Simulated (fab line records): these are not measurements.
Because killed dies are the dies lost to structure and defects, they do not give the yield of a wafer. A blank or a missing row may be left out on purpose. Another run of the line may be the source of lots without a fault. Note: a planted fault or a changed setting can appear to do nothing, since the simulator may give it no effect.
Which tool is to blame? ; flow nand-harc ; 14 lots, 41 wafers sampled, at 5 steps of a route of 1159

WHAT THE GAUGES READ, wafer by wafer
NHARC_A_ONON_D1_THK_MEAS_21: measures by ellipsometry. Usual: thk-nm at 1000 nm, with a standard deviation of 7.6.
lot;measured;on;thk-nm (nm);flag
L599;day 8 07:47;film-metro-01;991 992 991;
L600;day 8 13:05;film-metro-01;998 998 997;
L603;day 8 20:24;film-metro-01;997 996 998;
L605;day 9 12:01;film-metro-02;1008 1010 1009;
L606;day 9 12:01;film-metro-01;1010 1011 1009;
L608;day 10 02:45;film-metro-01;1004 1005 1004;
L607;day 10 02:43;film-metro-01;1009 1009 1010;
L611;day 11 06:32;film-metro-01;1005 1003 1004;
L613;day 11 22:42;film-metro-02;997 996 996;
L617;day 12 14:05;film-metro-01;1779 1779 1781;OFF
L618;day 12 18:53;film-metro-01;1766 1768 1768;OFF
L620;day 13 00:24;film-metro-01;1773 1773;OFF
L621;day 13 09:20;film-metro-02;1004 1005 1006;
L622;day 13 19:16;film-metro-02;989 990 990;

NHARC_END_SORT_01. Usual: killed-at-array 29, standard deviation 11; killed-at-other 0.7, standard deviation 1.1; killed-at-periphery 2.9, standard deviation 2.2; killed-dies 33, standard deviation 11; killed-open 3.1, standard deviation 1.8; killed-short 1.9, standard deviation 1.4.
lot;measured;on;killed-at-array;killed-at-other;killed-at-periphery;killed-dies;killed-open;killed-short;flag
L618;day 24 04:02;prober-01;677 674 677;0 0 0;0 3 0;677 677 677;4 3 1;1 5 5;OFF

WHAT TOOL EACH LOT RAN ON (gives the tool, then ch and the chambers of the sampled wafers, and finally the start)
lot;NHARC_P_BONDPAD_ACTIVATE_29;NHARC_A_ZERO_WELL_ETCH_19;NHARC_A_ONON_D1_DEP_19
L599;rie-diel-04 ch 0,2,3, day 6 21:28;rie-diel-07 ch 0,1,2, day 6 23:00;pecvd-onon-04 ch 0, day 8 07:16
L600;rie-diel-10 ch 0,1,3, day 7 02:57;rie-diel-07 ch 0,2,3, day 7 04:26;pecvd-onon-02 ch 0, day 8 12:34
L603;rie-diel-04 ch 0,2,3, day 7 11:19;rie-diel-07 ch 1,3, day 7 12:40;pecvd-onon-02 ch 0, day 8 19:56
L605;rie-diel-04 ch 0,1,3, day 8 02:41;rie-diel-07 ch 0,1,2, day 8 04:03;pecvd-onon-02 ch 0, day 9 11:31
L606;rie-diel-04 ch 0,2,3, day 8 04:01;rie-diel-07 ch 0,3, day 8 05:37;pecvd-onon-04 ch 0, day 9 11:34
L608;rie-diel-09 ch 1,2, day 8 13:11;rie-diel-01 ch 0,2,3, day 8 14:40;pecvd-onon-04 ch 0, day 10 02:18
L607;rie-diel-04 ch 0,1,3, day 8 15:47;rie-diel-12 ch 0,1,3, day 8 17:18;pecvd-onon-02 ch 0, day 10 02:12
L611;rie-diel-04 ch 0,3, day 9 21:25;rie-diel-07 ch 1,3, day 9 22:53;pecvd-onon-03 ch 0, day 11 06:05
L613;rie-diel-04 ch 0,1,2, day 10 11:07;rie-diel-12 ch 0,1,3, day 10 12:36;pecvd-onon-03 ch 0, day 11 22:11
L617;rie-diel-04 ch 1,2,3, day 11 03:02;rie-diel-01 ch 0,2,3, day 11 05:00;pecvd-onon-04 ch 0, day 12 13:42
L618;rie-diel-04 ch 1,2,3, day 11 07:28;rie-diel-01 ch 0,1, day 11 09:02;pecvd-onon-04 ch 0, day 12 18:26
L620;rie-diel-04 ch 3, day 11 15:19;rie-diel-07 ch 2,3, day 11 16:42;pecvd-onon-04 ch 0, day 12 23:57
L621;rie-diel-04 ch 1,2,3, day 11 23:43;rie-diel-12 ch 0,2, day 12 01:13;pecvd-onon-03 ch 0, day 13 08:56
L622;rie-diel-04 ch 1,2,3, day 12 04:20;rie-diel-01 ch 0,1,3, day 12 05:50;pecvd-onon-03 ch 0, day 13 18:46
- NHARC_P_BONDPAD_ACTIVATE_29: chemistry N2, time 60 s.
- NHARC_A_ZERO_WELL_ETCH_19: etches the open film in N2/H2, target depth 80 nm, overetch 24 nm, time 87.88 s.
- NHARC_A_ONON_D1_DEP_19: target thk 1000 nm.

WHAT THE TOOLS THEMSELVES READ (means of the sampled wafers that have a number; where no wafer has one, the mark that the record gives instead)
NHARC_P_BONDPAD_ACTIVATE_29. Usual: drypump-motor-current-A 5.7 A, standard deviation 0.38; mfc-ar-sccm 0.013 sccm, standard deviation 0.014; oes-product-au 1.000 a.u., standard deviation 0.012; rf-vpp-V 64.0 V, standard deviation 0.92; showerhead-plenum-p-Torr 1.76 Torr, standard deviation 0.087.
lot;tool;drypump-motor-current-A (A);mfc-ar-sccm (sccm);oes-product-au (a.u.);rf-vpp-V (V);showerhead-plenum-p-Torr (Torr);flag
L599;rie-diel-04;5.9;0.021;1.009;63.7;1.73;
L600;rie-diel-10;5.5;0.006;0.999;63.0;1.76;
L603;rie-diel-04;5.9;0.021;0.998;63.5;1.73;
L605;rie-diel-04;5.8;0.011;1.001;63.7;1.79;
L606;rie-diel-04;5.9;0.021;1.008;64.2;1.73;
L608;rie-diel-09;5.0;0.027;0.997;64.5;1.83;
L607;rie-diel-04;5.7;0.011;0.991;63.4;1.79;
L611;rie-diel-04;5.8;0.012;0.996;63.5;1.72;
L613;rie-diel-04;5.9;0.020;1.000;65.0;1.80;
L617;rie-diel-04;5.6;0.010;1.002;64.4;1.73;
L618;rie-diel-04;5.7;0.010;0.992;63.3;1.73;
L620;rie-diel-04;5.5;0.002;0.994;63.6;1.65;
L621;rie-diel-04;5.7;0.010;1.000;64.0;1.73;
L622;rie-diel-04;5.6;0.010;0.997;64.0;1.73;

NHARC_A_ZERO_WELL_ETCH_19. Usual: drypump-motor-current-A 5.6 A, standard deviation 0.36; mfc-ar-sccm 0.011 sccm, standard deviation 0.01; oes-product-au 0.997 a.u., standard deviation 0.012; rf-vpp-V 430.0 V, standard deviation 2.3; showerhead-plenum-p-Torr 2.02 Torr, standard deviation 0.082; throttle-valve-pct 14.172 %, standard deviation 0.0086.
lot;tool;drypump-motor-current-A (A);mfc-ar-sccm (sccm);oes-product-au (a.u.);rf-vpp-V (V);showerhead-plenum-p-Torr (Torr);throttle-valve-pct (%);flag
L599;rie-diel-07;5.7;0.015;1.009;429.2;1.97;14.168;
L600;rie-diel-07;5.5;0.020;1.004;429.7;2.01;14.175;
L603;rie-diel-07;5.4;0.009;1.011;430.4;2.02;14.170;
L605;rie-diel-07;5.8;0.015;1.004;429.1;1.97;14.176;
L606;rie-diel-07;5.4;0.020;1.000;430.2;2.05;14.174;
L608;rie-diel-01;5.8;0.007;0.985;430.1;2.01;14.180;
L607;rie-diel-12;5.8;0.007;1.000;428.5;1.97;14.174;
L611;rie-diel-07;5.6;0.005;1.019;428.3;1.98;14.177;
L613;rie-diel-12;5.8;0.007;0.993;428.9;1.97;14.185;
L617;rie-diel-01;5.8;0.007;0.990;429.6;2.00;14.181;
L618;rie-diel-01;5.5;0.015;0.999;432.7;2.11;14.159;
L620;rie-diel-07;5.1;0.013;0.996;429.7;2.02;14.170;
L621;rie-diel-12;5.5;0.003;0.989;430.4;2.05;14.179;
L622;rie-diel-01;5.7;0.014;0.994;430.9;2.05;14.166;

THE ANSWER, worked out from the rows above alone
Rule: a lot counts as off when the mean over its wafers that have a number is more than 3 standard deviations away from the usual mean. Also off: a lot with no number at a reading for which 4 or more lots have one. Any other lot the step has rows for is counted as sound. After the gauges, taken in route order, come the tools' own readings; for these a lot's mean is taken, as printed above. The first step at which some lot is off is used, and at that step the reading that is off furthest; a lot without a number counts as furthest.
Off: L617, L618, L620, at NHARC_A_ONON_D1_THK_MEAS_21 (thk-nm).
If a tool, at a process step before that reading, ran all the lots that are off and no sound lot after the first of them, it fits. Gauges at NHARC_A_ONON_D1_THK_MEAS_21: tried the same way as those tools. Can't be told from this: 2 tools fit, pecvd-onon-04 at NHARC_A_ONON_D1_DEP_19, film-metro-01 at NHARC_A_ONON_D1_THK_MEAS_21.

WHAT WAS PUT IN BY THE SIMULATOR
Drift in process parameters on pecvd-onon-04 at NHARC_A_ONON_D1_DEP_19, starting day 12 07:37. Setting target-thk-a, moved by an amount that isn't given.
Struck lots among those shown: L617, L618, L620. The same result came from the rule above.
